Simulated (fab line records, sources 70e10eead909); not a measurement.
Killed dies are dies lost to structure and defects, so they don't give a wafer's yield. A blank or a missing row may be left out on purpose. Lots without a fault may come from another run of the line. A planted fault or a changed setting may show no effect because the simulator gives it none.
A struck lot beside a sound one | flow nand_harc | 14 steps out of a route of 1302
Sound: wafers L670.3, L670.5, L670.6. Struck: wafers L675.1, L675.3, L675.4. The cause comes at the end.
At each step with rows: each side's tool, then ch and its chambers, then its first start. Under that, the readings that differ: sound wafers | struck wafers | difference of the means | sigmas: that difference in standard deviations of wafers without a fault.
alike: readings whose means differ by less than 2 such deviations, and words and numbers that are the same on both sides. not compared: withheld readings, readings that some wafer has no value for, bounds like >300 that may hide the same value, and numbers for which the record gives no deviation and whose values overlap.
The two part at a step that has a row with sigmas, a row that says differs or no value, or rows on one side only. Numbers that don't overlap but have no deviation are shown without sigmas and don't part them. A reading that every wafer of one side lacks parts them only if that side has two wafers or more.

first, 9 steps without rows for these wafers: NHARC_A_STAIRCASE_DEHYDRATE_176 (time 120 s); NHARC_A_STAIRCASE_HMDS_177 (time 30 s); NHARC_A_STAIRCASE_COAT_178; NHARC_A_STAIRCASE_SOFTBAKE_179 (time 170 s); NHARC_A_STAIRCASE_EBR_180; NHARC_A_STAIRCASE_EXPOSE_181 (exposes mask STAIR 2); NHARC_A_STAIRCASE_PEB_182 (peb time 130 s); NHARC_A_STAIRCASE_DEVELOP_183 (time 140 s); NHARC_A_STAIRCASE_HARDBAKE_185 (time 140 s).
NHARC_A_STAIRCASE_DESCUM_186: chemistry O2, time 3 s.
  sound on rie_diel-06 ch 0,2,3, day 17 03:27; struck on rie_diel-06 ch 0,1,3, day 19 19:53
  alike: drypump_motor_current_A, oes_product_au, rf_vpp_V, showerhead_plenum_p_Torr, throttle_valve_pct
  not compared: rf_hours_counter_h
NHARC_A_STAIRCASE_TRIM_187: chemistry O2, time 211.2 s.
  sound on rie_diel-06 ch 1,2,3, day 17 03:38; struck on rie_diel-06 ch 1,2,3, day 19 19:59
  alike: drypump_motor_current_A, oes_product_au, rf_vpp_V, showerhead_plenum_p_Torr, throttle_valve_pct
  not compared: rf_hours_counter_h
NHARC_A_STAIRCASE_ETCH_188: etches the open film in C4F8/O2, target depth 100 nm, time 40.5 s.
  sound on rie_diel-06 ch 2,3, day 17 03:51; struck on rie_diel-06 ch 0,1,3, day 19 20:07
  no value came back on the struck wafers for bias_w (W), chamber_pressure_mTorr (mTorr), oes_product_au (a.u.), rf_vpp_V (V); on the sound wafers bias_w (W) reads 999 1005 997
  not compared: rf_hours_counter_h
NHARC_A_STAIRCASE_TRIM_189: chemistry O2, time 211.2 s.
  sound on rie_diel-06 ch 0,1,2; struck on rie_diel-06 ch 1,2,3
  reading      | sound          | struck         | difference | sigmas
  rf_vpp_V (V) | 58.2 58.6 59.6 | 56.2 56.6 58.3 | -1.8       | -2
  alike: drypump_motor_current_A, oes_product_au, showerhead_plenum_p_Torr, throttle_valve_pct
  not compared: rf_hours_counter_h
-- the record jumps here: 8 days lie between the struck wafers' starts before and after (it left off in module A_STAIRCASE and takes up again in module END, whose first step shown is number 1302 of the route) --
NHARC_END_SORT_01:
  the record has rows for the struck wafers here (prober-02 ch 0, day 28 04:12) and none for the sound ones

WHERE THEY PART
First at NHARC_A_STAIRCASE_ETCH_188; last, within this record, at NHARC_END_SORT_01.

WHY: what the simulator had put in
Skipped step whole: rie_diel-06, from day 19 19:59 on, at NHARC_A_STAIRCASE_ETCH_188. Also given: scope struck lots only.
